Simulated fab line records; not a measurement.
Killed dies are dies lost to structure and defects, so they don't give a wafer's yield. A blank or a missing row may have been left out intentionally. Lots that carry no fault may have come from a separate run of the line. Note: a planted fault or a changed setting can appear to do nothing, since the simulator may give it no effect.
Which tool is to blame? + flow nand_harc + 12 lots, 36 wafers sampled, at 6 steps of a route of 1302

WHAT THE GAUGES SHOWED, per wafer
NHARC_A_SOURCE_PLATE_THK_MEAS_06: measures by ellipsometry.
| lot  | measured     | on            | thk_nm (nm)       |
|------|--------------|---------------|-------------------|
| L190 | day 7 20:43  | film_metro-02 | 201.1 201.1 200.4 |
| L192 | day 8 05:41  | film_metro-01 | 198.0 196.9 198.5 |
| L193 | day 9 08:16  | film_metro-02 | 196.2 198.6 198.8 |
| L194 | day 9 08:16  | film_metro-01 | 203.0 199.5 198.6 |
| L195 | day 9 20:37  | film_metro-02 | 199.9 198.4 197.8 |
| L197 | day 10 20:41 | film_metro-01 | 197.9 200.4 200.0 |
| L200 | day 11 16:49 | film_metro-02 | 197.2 195.8 195.2 |
| L199 | day 11 16:49 | film_metro-01 | 198.4 197.0 197.0 |
| L201 | day 12 08:23 | film_metro-02 | 198.3 198.2 199.7 |
| L202 | day 12 15:07 | film_metro-02 | 201.2 202.3 201.3 |
| L205 | day 13 18:32 | film_metro-02 | 201.9 198.5 199.9 |
| L209 | day 15 11:21 | film_metro-02 | 200.2 198.9 201.1 |

NHARC_A_ONON_D1_THK_MEAS_18: measures by ellipsometry.
| lot  | measured     | on            | thk_nm (nm)    |
|------|--------------|---------------|----------------|
| L190 | day 8 07:28  | film_metro-02 | 998 998 997    |
| L192 | day 8 17:33  | film_metro-01 | 1010 1008 1007 |
| L193 | day 9 20:11  | film_metro-02 | 995 996 997    |
| L194 | day 9 20:10  | film_metro-02 | 1006 1006 1004 |
| L195 | day 10 07:18 | film_metro-02 | 1005 1005 1006 |
| L197 | day 11 07:25 | film_metro-01 | 998 997 998    |
| L200 | day 12 03:31 | film_metro-01 | 995 997 997    |
| L199 | day 12 03:32 | film_metro-02 | 1013 1012 1013 |
| L201 | day 12 19:08 | film_metro-02 | 1011 1012 1011 |
| L202 | day 13 01:52 | film_metro-02 | 996 1000 1000  |
| L205 | day 14 05:34 | film_metro-02 | 1018 1020 1018 |
| L209 | day 15 22:05 | film_metro-01 | 606 986 607    |

NHARC_END_SORT_01.
| lot  | measured     | on        | killed_at_array | killed_at_other | killed_at_periphery | killed_dies | killed_open | killed_short |
|------|--------------|-----------|-----------------|-----------------|---------------------|-------------|-------------|--------------|
| L194 | day 26 11:01 | prober-01 | 103 81 86       | 2 1 3           | 6 5 4               | 111 87 93   | 3 2 7       | 2 2 1        |
| L197 | day 27 22:25 | prober-01 | 58 49 38        | 1 1 2           | 12 7 4              | 71 57 44    | 8 7 4       | 5 1 3        |
| L209 | day 31 17:59 | prober-02 | 677 57 675      | 0 1 1           | 0 2 1               | 677 60 677  | 4 5 4       | 0 3 3        |

EACH LOT AND THE TOOL THAT RAN IT (in order: tool; ch and the chambers of the sampled wafers; start)
| lot  | NHARC_P_BONDPAD_ACTIVATE_29        | NHARC_A_ZERO_WELL_RTA_16         | NHARC_A_ONON_D1_DEP_16           |
|------|------------------------------------|----------------------------------|----------------------------------|
| L190 | rie_diel-04 ch 0,1, day 6 19:46    | rtp_anneal-02 ch 0, day 6 22:20  | pecvd_onon-04 ch 0, day 8 07:00  |
| L192 | rie_diel-04 ch 0,3, day 7 09:14    | rtp_anneal-01 ch 0, day 7 11:43  | pecvd_onon-04 ch 0, day 8 17:09  |
| L193 | rie_diel-04 ch 1,2,3, day 8 08:32  | rtp_anneal-02 ch 0, day 8 11:04  | pecvd_onon-04 ch 0, day 9 19:43  |
| L194 | rie_diel-01 ch 1,2, day 8 09:14    | rtp_anneal-02 ch 0, day 8 11:49  | pecvd_onon-03 ch 0, day 9 19:47  |
| L195 | rie_diel-05 ch 1,2,3, day 8 20:02  | rtp_anneal-01 ch 0, day 8 22:25  | pecvd_onon-02 ch 0, day 10 06:51 |
| L197 | rie_diel-05 ch 0,1,3, day 9 17:34  | rtp_anneal-02 ch 0, day 9 20:00  | pecvd_onon-03 ch 0, day 11 06:58 |
| L200 | rie_diel-04 ch 0,3, day 10 17:20   | rtp_anneal-02 ch 0, day 10 20:01 | pecvd_onon-02 ch 0, day 12 03:08 |
| L199 | rie_diel-01 ch 0,1,3, day 10 18:19 | rtp_anneal-02 ch 0, day 10 20:52 | pecvd_onon-03 ch 0, day 12 03:04 |
| L201 | rie_diel-05 ch 1,2,3, day 11 05:26 | rtp_anneal-02 ch 0, day 11 08:03 | pecvd_onon-02 ch 0, day 12 18:41 |
| L202 | rie_diel-04 ch 0,1, day 11 15:46   | rtp_anneal-01 ch 0, day 11 18:26 | pecvd_onon-02 ch 0, day 13 01:31 |
| L205 | rie_diel-05 ch 0,2,3, day 12 21:52 | rtp_anneal-02 ch 0, day 13 00:32 | pecvd_onon-03 ch 0, day 14 05:08 |
| L209 | rie_diel-05 ch 2,3, day 14 12:30   | rtp_anneal-02 ch 0, day 14 15:01 | pecvd_onon-03 ch 0, day 15 21:35 |
- NHARC_P_BONDPAD_ACTIVATE_29: chemistry N2, time 60 s.
- NHARC_A_ZERO_WELL_RTA_16: time 10 s.
- NHARC_A_ONON_D1_DEP_16: target thk 1000 nm.

AS READ BY THE TOOLS THEMSELVES (means over the sampled wafers that have a number; for cases with no such wafer, the mark the record gives instead)
NHARC_P_BONDPAD_ACTIVATE_29.
| lot  | tool        | drypump_motor_current_A (A) | oes_product_au (a.u.) | rf_vpp_V (V) | showerhead_plenum_p_Torr (Torr) |
|------|-------------|-----------------------------|-----------------------|--------------|---------------------------------|
| L190 | rie_diel-04 | 5.7                         | 1.001                 | 64.9         | 1.87                            |
| L192 | rie_diel-04 | 6.2                         | 1.010                 | 64.2         | 1.85                            |
| L193 | rie_diel-04 | 5.5                         | 1.003                 | 64.2         | 1.87                            |
| L194 | rie_diel-01 | 5.8                         | 1.001                 | 63.5         | 1.72                            |
| L195 | rie_diel-05 | 5.6                         | 0.990                 | 64.3         | 1.83                            |
| L197 | rie_diel-05 | 5.9                         | 0.997                 | 64.1         | 1.83                            |
| L200 | rie_diel-04 | 6.2                         | 0.998                 | 64.2         | 1.86                            |
| L199 | rie_diel-01 | 6.1                         | 0.993                 | 64.0         | 1.76                            |
| L201 | rie_diel-05 | 5.5                         | 0.995                 | 64.5         | 1.83                            |
| L202 | rie_diel-04 | 6.0                         | 1.002                 | 64.1         | 1.87                            |
| L205 | rie_diel-05 | 5.7                         | 0.991                 | 64.0         | 1.85                            |
| L209 | rie_diel-05 | 5.3                         | 0.990                 | 63.9         | 1.85                            |

NHARC_A_ZERO_WELL_RTA_16.
| lot  | tool          | lamp_power_pct (%) | lamp_zone_4_pct (%) | lamp_zone_6_pct (%) | wafer_temp_C_max |
|------|---------------|--------------------|---------------------|---------------------|------------------|
| L190 | rtp_anneal-02 | 32.5               | 32.5                | 32.4                | 1004.8           |
| L192 | rtp_anneal-01 | 31.2               | 31.2                | 31.1                | 1002.3           |
| L193 | rtp_anneal-02 | 32.5               | 32.5                | 32.4                | 1005.4           |
| L194 | rtp_anneal-02 | 32.5               | 32.5                | 32.5                | 1005.4           |
| L195 | rtp_anneal-01 | 31.2               | 31.2                | 31.1                | 1002.7           |
| L197 | rtp_anneal-02 | 32.5               | 32.5                | 32.4                | 1004.4           |
| L200 | rtp_anneal-02 | 32.5               | 32.5                | 32.4                | 1004.9           |
| L199 | rtp_anneal-02 | 32.5               | 32.4                | 32.4                | 1004.8           |
| L201 | rtp_anneal-02 | 32.5               | 32.5                | 32.5                | 1005.0           |
| L202 | rtp_anneal-01 | 31.2               | 31.2                | 31.1                | 1002.8           |
| L205 | rtp_anneal-02 | 32.5               | 32.4                | 32.4                | 1005.1           |
| L209 | rtp_anneal-02 | 32.5               | 32.5                | 32.4                | 1004.6           |

THE ANSWER, worked out from the rows above alone
Rule: the usual values come from the lots themselves. The widest of any qualifying gaps counts: lots, ordered by their means at a reading, are off when they make up no more than a third of the lots, leave a main group of 4 or more, and stand apart from it by 3 or more times the standard deviation of that group's means. A main group whose means are all the same, to the digits that the tables above print for the reading, isn't used. A lot without any number at a reading at which 4 lots or more have one is off too. Any other lot the step has rows for is counted as sound. The gauges are gone through in route order, then the tools' own readings, and for those a lot's mean is taken as printed above. At the first step where some lot is off, the reading lying furthest off is the one used; lots without a number count as furthest.
Off at NHARC_A_ONON_D1_THK_MEAS_18 (thk_nm): L209. The main group: mean 1004 nm, standard deviation 7.4.
If a tool, at a process step before that reading, ran all the lots that are off and no sound lot after the first of them, it fits. The gauges at NHARC_A_ONON_D1_THK_MEAS_18 are tried like those tools. Can't be told from this: 4 tools fit, rie_diel-05 at NHARC_P_BONDPAD_ACTIVATE_29, rtp_anneal-02 at NHARC_A_ZERO_WELL_RTA_16, pecvd_onon-03 at NHARC_A_ONON_D1_DEP_16, film_metro-01 at NHARC_A_ONON_D1_THK_MEAS_18.

WHAT WAS PUT IN BY THE SIMULATOR
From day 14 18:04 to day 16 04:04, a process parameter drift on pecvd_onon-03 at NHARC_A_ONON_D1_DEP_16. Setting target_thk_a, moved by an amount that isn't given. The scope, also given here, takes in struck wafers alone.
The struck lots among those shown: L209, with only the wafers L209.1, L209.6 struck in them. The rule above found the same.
